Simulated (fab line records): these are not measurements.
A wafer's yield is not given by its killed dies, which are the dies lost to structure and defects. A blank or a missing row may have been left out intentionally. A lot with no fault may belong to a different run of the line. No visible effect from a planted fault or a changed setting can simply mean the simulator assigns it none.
Which tool is to blame? :: flow n5_finfet :: 32 wafers from 11 lots sampled at 4 of the route's 1938 steps

== WHAT THE GAUGES READ, wafer by wafer ==
The record holds no reading of a measuring or inspecting step that can be judged against a usual standard deviation.

== WHICH TOOL RAN EACH LOT (tool, then ch and the chambers of the sampled wafers, then the start) ==
lot: L341
N5_GATE_CUT_CMP_23: cmp-04 ch 0, day 4 21:31
N5_MOL_CONTACT_COAG_ETCH_110: rie_diel-05 ch 0,3, day 4 23:13
N5_MOL_CONTACT_COAG_STRIP_98: rie_diel-05 ch 0,3, day 4 23:16
N5_MOL_CONTACT_COAG_PRE_CLEAN_141: pvd_sputter-03, day 5 03:25

lot: L342
N5_GATE_CUT_CMP_23: cmp-04 ch 1,2, day 5 03:17
N5_MOL_CONTACT_COAG_ETCH_110: rie_diel-06 ch 0,1,3, day 5 05:03
N5_MOL_CONTACT_COAG_STRIP_98: rie_diel-06 ch 0,1,3, day 5 05:05
N5_MOL_CONTACT_COAG_PRE_CLEAN_141: pvd_sputter-03, day 5 08:13

lot: L343
N5_GATE_CUT_CMP_23: cmp-03 ch 0,1,3, day 5 07:29
N5_MOL_CONTACT_COAG_ETCH_110: rie_diel-02 ch 0,1,2, day 5 09:22
N5_MOL_CONTACT_COAG_STRIP_98: rie_diel-02 ch 0,1,2, day 5 09:25
N5_MOL_CONTACT_COAG_PRE_CLEAN_141: pvd_sputter-02, day 5 11:34

lot: L352
N5_GATE_CUT_CMP_23: cmp-01 ch 0,1,2, day 7 10:30
N5_MOL_CONTACT_COAG_ETCH_110: rie_diel-02 ch 1,2, day 7 12:17
N5_MOL_CONTACT_COAG_STRIP_98: rie_diel-02 ch 1,2, day 7 12:20
N5_MOL_CONTACT_COAG_PRE_CLEAN_141: pvd_sputter-02, day 7 16:11

lot: L354
N5_GATE_CUT_CMP_23: cmp-03 ch 1,2,3, day 7 20:44
N5_MOL_CONTACT_COAG_ETCH_110: rie_diel-06 ch 0,2, day 7 22:27
N5_MOL_CONTACT_COAG_STRIP_98: rie_diel-06 ch 0,2, day 7 22:30
N5_MOL_CONTACT_COAG_PRE_CLEAN_141: pvd_sputter-02, day 8 01:03

lot: L355
N5_GATE_CUT_CMP_23: cmp-04 ch 1,2,3, day 8 03:40
N5_MOL_CONTACT_COAG_ETCH_110: rie_diel-06 ch 0,3, day 8 05:22
N5_MOL_CONTACT_COAG_STRIP_98: rie_diel-06 ch 0,3, day 8 05:25
N5_MOL_CONTACT_COAG_PRE_CLEAN_141: pvd_sputter-02, day 8 07:19

lot: L356
N5_GATE_CUT_CMP_23: cmp-04 ch 0,2, day 8 11:23
N5_MOL_CONTACT_COAG_ETCH_110: rie_diel-02 ch 0,1,3, day 8 13:32
N5_MOL_CONTACT_COAG_STRIP_98: rie_diel-02 ch 0,1,3, day 8 13:35
N5_MOL_CONTACT_COAG_PRE_CLEAN_141: pvd_sputter-03, day 8 16:25

lot: L357
N5_GATE_CUT_CMP_23: cmp-03 ch 0,3, day 8 13:52
N5_MOL_CONTACT_COAG_ETCH_110: rie_diel-02 ch 0,2, day 8 15:42
N5_MOL_CONTACT_COAG_STRIP_98: rie_diel-02 ch 0,2, day 8 15:45
N5_MOL_CONTACT_COAG_PRE_CLEAN_141: pvd_sputter-03, day 8 17:23

lot: L360
N5_GATE_CUT_CMP_23: cmp-03 ch 1,2,3, day 9 09:59
N5_MOL_CONTACT_COAG_ETCH_110: rie_diel-06 ch 0,1,3, day 9 11:44
N5_MOL_CONTACT_COAG_STRIP_98: rie_diel-06 ch 0,1,3, day 9 11:47
N5_MOL_CONTACT_COAG_PRE_CLEAN_141: pvd_sputter-02, day 9 13:34

lot: L362
N5_GATE_CUT_CMP_23: cmp-01 ch 1,2,3, day 9 20:14
N5_MOL_CONTACT_COAG_ETCH_110: rie_diel-05 ch 1,2,3, day 9 22:05
N5_MOL_CONTACT_COAG_STRIP_98: rie_diel-05 ch 1,2,3, day 9 22:08
N5_MOL_CONTACT_COAG_PRE_CLEAN_141: pvd_sputter-01, day 10 00:12

lot: L364
N5_GATE_CUT_CMP_23: cmp-01 ch 0,1,3, day 10 10:10
N5_MOL_CONTACT_COAG_ETCH_110: rie_diel-06 ch 0,2,3, day 10 11:47
N5_MOL_CONTACT_COAG_STRIP_98: rie_diel-06 ch 0,2,3, day 10 11:50
N5_MOL_CONTACT_COAG_PRE_CLEAN_141: pvd_sputter-02, day 10 13:22
- N5_GATE_CUT_CMP_23: polishes, stops on SiO2, t overpolish 23.4 s, target thk 16 nm.
- N5_MOL_CONTACT_COAG_ETCH_110: etches Si in CF4/O2, target depth 2.5 nm, time 8 s.
- N5_MOL_CONTACT_COAG_STRIP_98: strips in N2/H2.
- N5_MOL_CONTACT_COAG_PRE_CLEAN_141: time 60 s.

== WHAT THE TOOLS THEMSELVES READ (means of the sampled wafers that have a number; where no wafer has one, the mark that the record gives instead) ==
N5_GATE_CUT_CMP_23. Usual: motor_current_A 8.9 A, standard deviation 0.77; overpolish_run_s 23.400 s, standard deviation 0.0078; slurry_flow_ml_min 150.0, standard deviation 0.42; time_to_endpoint_s 18.9 s, standard deviation 2.5.
lot: L341
tool: cmp-04
motor_current_A (A): 8.4
overpolish_run_s (s): 23.399
slurry_flow_ml_min: 150.2
time_to_endpoint_s (s): 21.3
flag: 

lot: L342
tool: cmp-04
motor_current_A (A): 9.1
overpolish_run_s (s): 23.400
slurry_flow_ml_min: 150.1
time_to_endpoint_s (s): 18.0
flag: 

lot: L343
tool: cmp-03
motor_current_A (A): 9.5
overpolish_run_s (s): 23.408
slurry_flow_ml_min: 149.7
time_to_endpoint_s (s): 21.4
flag: 

lot: L352
tool: cmp-01
motor_current_A (A): 8.6
overpolish_run_s (s): 23.411
slurry_flow_ml_min: 149.7
time_to_endpoint_s (s): 18.7
flag: 

lot: L354
tool: cmp-03
motor_current_A (A): 9.6
overpolish_run_s (s): 23.399
slurry_flow_ml_min: 150.2
time_to_endpoint_s (s): 18.2
flag: 

lot: L355
tool: cmp-04
motor_current_A (A): 8.7
overpolish_run_s (s): 23.414
slurry_flow_ml_min: 150.2
time_to_endpoint_s (s): 16.5
flag: 

lot: L356
tool: cmp-04
motor_current_A (A): 8.8
overpolish_run_s (s): 23.394
slurry_flow_ml_min: 150.4
time_to_endpoint_s (s): 19.0
flag: 

lot: L357
tool: cmp-03
motor_current_A (A): 10.2
overpolish_run_s (s): 23.399
slurry_flow_ml_min: 150.2
time_to_endpoint_s (s): 17.5
flag: 

lot: L360
tool: cmp-03
motor_current_A (A): 9.5
overpolish_run_s (s): 23.396
slurry_flow_ml_min: 149.8
time_to_endpoint_s (s): 20.6
flag: 

lot: L362
tool: cmp-01
motor_current_A (A): 8.9
overpolish_run_s (s): 23.397
slurry_flow_ml_min: 150.3
time_to_endpoint_s (s): 17.4
flag: 

lot: L364
tool: cmp-01
motor_current_A (A): 9.0
overpolish_run_s (s): 23.405
slurry_flow_ml_min: 149.6
time_to_endpoint_s (s): 16.9
flag: 

N5_MOL_CONTACT_COAG_ETCH_110. Usual: cf4_flow_sccm 99.99 sccm, standard deviation 0.27; drypump_motor_current_A 5.8 A, standard deviation 0.61; oes_f_703_au 0.81 a.u., standard deviation 0.087; oes_product_au 0.80 a.u., standard deviation 0.093; rf_fwd_power_W 198.0 W, standard deviation 0.83; rf_vpp_V 125.9 V, standard deviation 2.3; showerhead_plenum_p_Torr 2.19 Torr, standard deviation 0.063; throttle_valve_pct 10.7 %, standard deviation 0.33.
lot: L341
tool: rie_diel-05
cf4_flow_sccm (sccm): 100.05
drypump_motor_current_A (A): 5.5
oes_f_703_au (a.u.): 0.82
oes_product_au (a.u.): 0.84
rf_fwd_power_W (W): 197.6
rf_vpp_V (V): 126.4
showerhead_plenum_p_Torr (Torr): 2.17
throttle_valve_pct (%): 10.3
flag: 

lot: L342
tool: rie_diel-06
cf4_flow_sccm (sccm): 99.95
drypump_motor_current_A (A): 5.8
oes_f_703_au (a.u.): 0.74
oes_product_au (a.u.): 0.73
rf_fwd_power_W (W): 197.5
rf_vpp_V (V): 124.3
showerhead_plenum_p_Torr (Torr): 2.18
throttle_valve_pct (%): 10.9
flag: 

lot: L343
tool: rie_diel-02
cf4_flow_sccm (sccm): 99.93
drypump_motor_current_A (A): 5.6
oes_f_703_au (a.u.): 0.90
oes_product_au (a.u.): 0.90
rf_fwd_power_W (W): 198.2
rf_vpp_V (V): 124.5
showerhead_plenum_p_Torr (Torr): 2.18
throttle_valve_pct (%): 10.4
flag: 

lot: L352
tool: rie_diel-02
cf4_flow_sccm (sccm): 100.01
drypump_motor_current_A (A): 6.0
oes_f_703_au (a.u.): 0.85
oes_product_au (a.u.): 0.83
rf_fwd_power_W (W): 198.6
rf_vpp_V (V): 124.5
showerhead_plenum_p_Torr (Torr): 2.17
throttle_valve_pct (%): 10.5
flag: 

lot: L354
tool: rie_diel-06
cf4_flow_sccm (sccm): 100.11
drypump_motor_current_A (A): 5.4
oes_f_703_au (a.u.): 0.80
oes_product_au (a.u.): 0.79
rf_fwd_power_W (W): 197.6
rf_vpp_V (V): 124.2
showerhead_plenum_p_Torr (Torr): 2.14
throttle_valve_pct (%): 11.0
flag: 

lot: L355
tool: rie_diel-06
cf4_flow_sccm (sccm): 99.86
drypump_motor_current_A (A): 5.4
oes_f_703_au (a.u.): 0.74
oes_product_au (a.u.): 0.72
rf_fwd_power_W (W): 197.8
rf_vpp_V (V): 123.9
showerhead_plenum_p_Torr (Torr): 2.17
throttle_valve_pct (%): 11.1
flag: 

lot: L356
tool: rie_diel-02
cf4_flow_sccm (sccm): 100.02
drypump_motor_current_A (A): 5.5
oes_f_703_au (a.u.): 1.13
oes_product_au (a.u.): 0.93
rf_fwd_power_W (W): 246.1
rf_vpp_V (V): 112.4
showerhead_plenum_p_Torr (Torr): 2.19
throttle_valve_pct (%): 10.6
flag: OFF

lot: L357
tool: rie_diel-02
cf4_flow_sccm (sccm): 99.86
drypump_motor_current_A (A): 5.9
oes_f_703_au (a.u.): 1.14
oes_product_au (a.u.): 0.92
rf_fwd_power_W (W): 245.6
rf_vpp_V (V): 109.2
showerhead_plenum_p_Torr (Torr): 2.17
throttle_valve_pct (%): 10.6
flag: OFF

lot: L360
tool: rie_diel-06
cf4_flow_sccm (sccm): 100.15
drypump_motor_current_A (A): 5.8
oes_f_703_au (a.u.): 0.81
oes_product_au (a.u.): 0.80
rf_fwd_power_W (W): 197.6
rf_vpp_V (V): 126.0
showerhead_plenum_p_Torr (Torr): 2.26
throttle_valve_pct (%): 10.8
flag: 

lot: L362
tool: rie_diel-05
cf4_flow_sccm (sccm): 100.05
drypump_motor_current_A (A): 6.0
oes_f_703_au (a.u.): 0.79
oes_product_au (a.u.): 0.80
rf_fwd_power_W (W): 199.1
rf_vpp_V (V): 128.8
showerhead_plenum_p_Torr (Torr): 2.18
throttle_valve_pct (%): 10.6
flag: 

lot: L364
tool: rie_diel-06
cf4_flow_sccm (sccm): 99.88
drypump_motor_current_A (A): 5.8
oes_f_703_au (a.u.): 0.78
oes_product_au (a.u.): 0.76
rf_fwd_power_W (W): 197.3
rf_vpp_V (V): 124.7
showerhead_plenum_p_Torr (Torr): 2.20
throttle_valve_pct (%): 10.9
flag: 

N5_MOL_CONTACT_COAG_STRIP_98. Usual: drypump_motor_current_A 5.8 A, standard deviation 0.61; oes_product_au 0.80 a.u., standard deviation 0.095; power_w 500.2 W, standard deviation 1.5; rf_vpp_V 53.9 V, standard deviation 1.5; showerhead_plenum_p_Torr 3.31 Torr, standard deviation 0.1; throttle_valve_pct 18.9 %, standard deviation 0.49.
lot: L341
tool: rie_diel-05
drypump_motor_current_A (A): 5.5
oes_product_au (a.u.): 0.84
power_w (W): 499.4
rf_vpp_V (V): 53.5
showerhead_plenum_p_Torr (Torr): 3.27
throttle_valve_pct (%): 18.5
flag: 

lot: L342
tool: rie_diel-06
drypump_motor_current_A (A): 5.8
oes_product_au (a.u.): 0.72
power_w (W): 499.0
rf_vpp_V (V): 52.3
showerhead_plenum_p_Torr (Torr): 3.30
throttle_valve_pct (%): 18.9
flag: 

lot: L343
tool: rie_diel-02
drypump_motor_current_A (A): 5.6
oes_product_au (a.u.): 0.90
power_w (W): 498.9
rf_vpp_V (V): 53.7
showerhead_plenum_p_Torr (Torr): 3.29
throttle_valve_pct (%): 18.7
flag: 

lot: L352
tool: rie_diel-02
drypump_motor_current_A (A): 6.0
oes_product_au (a.u.): 0.82
power_w (W): 501.5
rf_vpp_V (V): 52.6
showerhead_plenum_p_Torr (Torr): 3.27
throttle_valve_pct (%): 18.7
flag: 

lot: L354
tool: rie_diel-06
drypump_motor_current_A (A): 5.3
oes_product_au (a.u.): 0.78
power_w (W): 500.7
rf_vpp_V (V): 54.7
showerhead_plenum_p_Torr (Torr): 3.23
throttle_valve_pct (%): 19.1
flag: 

lot: L355
tool: rie_diel-06
drypump_motor_current_A (A): 5.4
oes_product_au (a.u.): 0.71
power_w (W): 500.0
rf_vpp_V (V): 54.4
showerhead_plenum_p_Torr (Torr): 3.30
throttle_valve_pct (%): 19.3
flag: 

lot: L356
tool: rie_diel-02
drypump_motor_current_A (A): 5.5
oes_product_au (a.u.): 0.81
power_w (W): 499.4
rf_vpp_V (V): 55.1
showerhead_plenum_p_Torr (Torr): 3.30
throttle_valve_pct (%): 18.9
flag: 

lot: L357
tool: rie_diel-02
drypump_motor_current_A (A): 5.8
oes_product_au (a.u.): 0.83
power_w (W): 499.7
rf_vpp_V (V): 53.9
showerhead_plenum_p_Torr (Torr): 3.27
throttle_valve_pct (%): 19.1
flag: 

lot: L360
tool: rie_diel-06
drypump_motor_current_A (A): 5.8
oes_product_au (a.u.): 0.79
power_w (W): 500.8
rf_vpp_V (V): 54.8
showerhead_plenum_p_Torr (Torr): 3.42
throttle_valve_pct (%): 18.9
flag: 

lot: L362
tool: rie_diel-05
drypump_motor_current_A (A): 6.0
oes_product_au (a.u.): 0.80
power_w (W): 500.0
rf_vpp_V (V): 52.4
showerhead_plenum_p_Torr (Torr): 3.28
throttle_valve_pct (%): 18.6
flag: 

lot: L364
tool: rie_diel-06
drypump_motor_current_A (A): 5.9
oes_product_au (a.u.): 0.76
power_w (W): 501.1
rf_vpp_V (V): 53.0
showerhead_plenum_p_Torr (Torr): 3.32
throttle_valve_pct (%): 19.1
flag: 

N5_MOL_CONTACT_COAG_PRE_CLEAN_141. Usual: heater_power_w reads 478 W (standard deviation 42).
lot: L341
tool: pvd_sputter-03
heater_power_w (W): 468
flag: 

lot: L342
tool: pvd_sputter-03
heater_power_w (W): 469
flag: 

lot: L343
tool: pvd_sputter-02
heater_power_w (W): 506
flag: 

lot: L352
tool: pvd_sputter-02
heater_power_w (W): 498
flag: 

lot: L354
tool: pvd_sputter-02
heater_power_w (W): 506
flag: 

lot: L355
tool: pvd_sputter-02
heater_power_w (W): 510
flag: 

lot: L356
tool: pvd_sputter-03
heater_power_w (W): 469
flag: 

lot: L357
tool: pvd_sputter-03
heater_power_w (W): 451
flag: 

lot: L360
tool: pvd_sputter-02
heater_power_w (W): 486
flag: 

lot: L362
tool: pvd_sputter-01
heater_power_w (W): 443
flag: 

lot: L364
tool: pvd_sputter-02
heater_power_w (W): 478
flag: 

== THE ANSWER, worked out from the rows above alone ==
Rule: take the mean of a lot's wafers that have a number; if it is more than 3 standard deviations from the usual mean, the lot is off. Also off: a lot with no number at a reading for which 4 or more lots have one. All remaining lots with rows at the step are treated as sound. First the gauges in route order, then the tools' own readings, where a lot's mean is used as printed above. At the first step where some lot is off, the reading lying furthest off is the one used; lots without a number count as furthest.
Off: L356, L357 (N5_MOL_CONTACT_COAG_ETCH_110, rf_fwd_power_W).
If a tool, at that step or one of the process steps before it, ran each lot that is off and ran no sound lot following the first of them, it fits. One fits: rie_diel-02 at N5_MOL_CONTACT_COAG_ETCH_110. Its last sound lot is L352 (day 7 12:17), its first lot that is off L356 (day 8 13:32): a fault that began between those two fits.
The tool's own readings at N5_MOL_CONTACT_COAG_ETCH_110 bear it out: on the lots that are off they differ by more than 5 times the standard deviation of the sound lots' means. oes_f_703_au reads 1.13 a.u. there against 0.80 a.u. on the sound lots; rf_fwd_power_W reads 245.8 W there against 197.9 W on the sound lots; rf_vpp_V reads 110.8 V there against 125.3 V on the sound lots.

== WHAT HAD BEEN PUT IN BY THE SIMULATOR ==
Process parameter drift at N5_MOL_CONTACT_COAG_ETCH_110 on rie_diel-02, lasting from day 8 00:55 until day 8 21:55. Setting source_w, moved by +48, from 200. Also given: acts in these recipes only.
Struck lots among those shown: L356, L357. The rule above found the same.
